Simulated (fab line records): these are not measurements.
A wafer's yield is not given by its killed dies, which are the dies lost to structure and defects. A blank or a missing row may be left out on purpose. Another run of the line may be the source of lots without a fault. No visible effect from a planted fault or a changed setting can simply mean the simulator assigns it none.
One fault through the eyes of 2 desks | flow n5-finfet | what lay behind the numbers comes last; until then each desk has only its own

## AT THE METROLOGY DESK
Lot by lot, what the gauges showed, no matter which tool ran the lot: averages of those sampled wafers that carry a number. Marked OUT: a lot whose mean sits more than 4 standard deviations from the usual mean, which makes it out of limits; the brackets give that distance.
Columns: A = M13_ILD_THK at N5_BEOL_M13_THK_MEAS_01, usual 839 nm
lot  | first seen here | A
L684 | day 10 04:56    | 840
L687 | day 11 07:34    | 842
L690 | day 12 06:19    | 836
L694 | day 13 08:01    | 835
L697 | day 13 18:38    | 790 (-4.5) OUT
L699 | day 14 14:46    | 812
L707 | day 16 02:44    | 838
L704 | day 16 08:12    | 847
L703 | day 16 09:28    | 846
Finding of this desk: L697 out of limits, first seen on L697 at day 13 18:38 (M13_ILD_THK at N5_BEOL_M13_THK_MEAS_01). L684, L687, L690, L694, L699, L707, L704, L703: within limits.

## DESK OF THE TOOL OWNER: pecvd-02
The tool's own readings at N5_BEOL_M13_ILD_DEP_00 (deposits SiOC from DEMS/O2, target thk 837.92 nm, time 166.4 s): means of the sampled wafers that have a number, for each lot that ran on this tool. Marked OUT: a lot whose mean sits more than 4 standard deviations from the usual mean, which makes it out of limits; the brackets give that distance.
Columns: A = heater-power-w at N5_BEOL_M13_ILD_DEP_00, usual 440 W; B = showerhead-plenum-p-Torr at N5_BEOL_M13_ILD_DEP_00, usual 5.693 Torr; C = susceptor-temp-C at N5_BEOL_M13_ILD_DEP_00, usual 350.02 C; D = throttle-valve-pct at N5_BEOL_M13_ILD_DEP_00, usual 12.5 %
lot  | first seen here | A   | B     | C      | D
L684 | day 10 04:51    | 402 | 5.685 | 350.19 | 12.6
L687 | day 11 07:25    | 403 | 5.684 | 350.21 | 12.7
L697 | day 13 18:29    | 464 | 5.671 | 350.10 | 12.7
L699 | day 14 14:37    | 367 | 5.687 | 349.98 | 12.7
This desk found nothing out of limits on any of the 4 lots.

## TAKEN TOGETHER
The metrology desk could have raised an alarm at day 13 18:38, on L697.
Nothing out of limits was seen by the tool owner's desk.
The tool owner's desk has L697 on record, within its limits.
N5_BEOL_M13_ILD_DEP_00 was run on pecvd-02 by each of the lots named.

## WHAT WAS PUT IN BY THE SIMULATOR
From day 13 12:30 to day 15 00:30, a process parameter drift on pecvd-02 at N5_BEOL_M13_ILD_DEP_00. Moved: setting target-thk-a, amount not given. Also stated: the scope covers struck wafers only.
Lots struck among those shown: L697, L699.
Hours from the fault's start to each desk's first reading out of limits: the metrology desk, 6.
